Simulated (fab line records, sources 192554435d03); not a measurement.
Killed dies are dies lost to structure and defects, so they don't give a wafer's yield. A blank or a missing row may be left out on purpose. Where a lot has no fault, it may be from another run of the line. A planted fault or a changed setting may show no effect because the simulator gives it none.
The tool behind it: which one?    flow n5-finfet    9 lots with 27 wafers sampled at 4 steps, on a route of 1938 steps

WHAT THE GAUGES SHOWED, per wafer
N5_HKMG_FIN_INSPECT_28: inspects for defects (darkfield).
lot   measured      on                 raw-defect-count
L666  day 4 20:41   defect-inspect-02  52 20 31
L669  day 5 02:49   defect-inspect-01  31 23 52
L674  day 6 12:07   defect-inspect-02  806 84 37
L675  day 6 18:40   defect-inspect-01  55 797 62
L685  day 9 04:34   defect-inspect-02  52 36 47
L686  day 9 10:33   defect-inspect-01  18 23 32
L687  day 9 13:21   defect-inspect-01  30 50 31
L688  day 9 19:26   defect-inspect-02  65 30 39
L689  day 10 06:43  defect-inspect-01  42 24 38

WHICH TOOL RAN EACH LOT (tool, then ch and the chambers of the sampled wafers, then the start)
lot   N5_HKMG_FIN_ALD_91                  N5_HKMG_FIN_ALD_21                   N5_HKMG_FIN_CMP_94
L666  ald-metal-04 ch 0,2,3, day 4 14:22  ald-metal-01 ch 1,2,3, day 4 16:31   cmp-02 ch 1,2,3, day 4 20:32
L669  ald-metal-01 ch 2,3, day 4 23:25    ald-metal-02 ch 0,1,2, day 5 01:34   cmp-04 ch 0,1,3, day 5 02:41
L674  ald-metal-04 ch 0,1,2, day 6 08:35  ald-metal-02 ch 0,1,3, day 6 10:51   cmp-02 ch 1,2,3, day 6 11:53
L675  ald-metal-02 ch 0,2,3, day 6 15:09  ald-metal-02 ch 0,3, day 6 17:26     cmp-02 ch 0,2,3, day 6 18:30
L685  ald-metal-02 ch 1,2,3, day 9 01:07  ald-metal-02 ch 0,1,3, day 9 03:19   cmp-01 ch 0,1,3, day 9 04:22
L686  ald-metal-02 ch 1,2, day 9 07:10    ald-metal-04 ch 0,1,2, day 9 09:19   cmp-01 ch 2,3, day 9 10:21
L687  ald-metal-02 ch 2,3, day 9 09:55    ald-metal-04 ch 1,2,3, day 9 12:04   cmp-04 ch 2,3, day 9 13:08
L688  ald-metal-04 ch 1,2,3, day 9 15:58  ald-metal-01 ch 0,1,3, day 9 18:11   cmp-02 ch 1,2,3, day 9 19:13
L689  ald-metal-01 ch 1,2, day 10 03:12   ald-metal-02 ch 0,1,2, day 10 05:29  cmp-01 ch 0,1,2, day 10 06:33
- N5_HKMG_FIN_ALD_91: deposits TiN, target thk 1 nm, pulse time 1 s, purge time 3 s.
- N5_HKMG_FIN_ALD_21: deposits TiN, target thk 1.5 nm, pulse time 1 s, purge time 3 s.
- N5_HKMG_FIN_CMP_94: polishes, stops on SiNx, t overpolish 4.7 s, target thk 43.299 nm.

THE ANSWER, worked out from the rows above alone
Rule: usual is defined by the lots themselves. Put in order of their means at a reading, lots are off if they are a third of the lots or fewer, leave a main group of 4 or more, and stand apart from it by a gap of 3 or more times the standard deviation of the main group's means; of several such gaps the widest counts. A main group is skipped when, at the precision printed for the reading in the tables above, its means are all equal. Also off: a lot with no number at a reading for which 4 or more lots have one. The other lots that the step has rows for count as sound.
Off, at N5_HKMG_FIN_INSPECT_28 on raw-defect-count: L674, L675. Mean 36 and standard deviation 6.5 in the main group.
A tool fits if, at a process step before that reading, it ran every lot that is off, and no sound lot after the first of them. Gauges at N5_HKMG_FIN_INSPECT_28: tried the same way as those tools. Not one of the candidates tried fits.

WHAT THE SIMULATOR PUT IN
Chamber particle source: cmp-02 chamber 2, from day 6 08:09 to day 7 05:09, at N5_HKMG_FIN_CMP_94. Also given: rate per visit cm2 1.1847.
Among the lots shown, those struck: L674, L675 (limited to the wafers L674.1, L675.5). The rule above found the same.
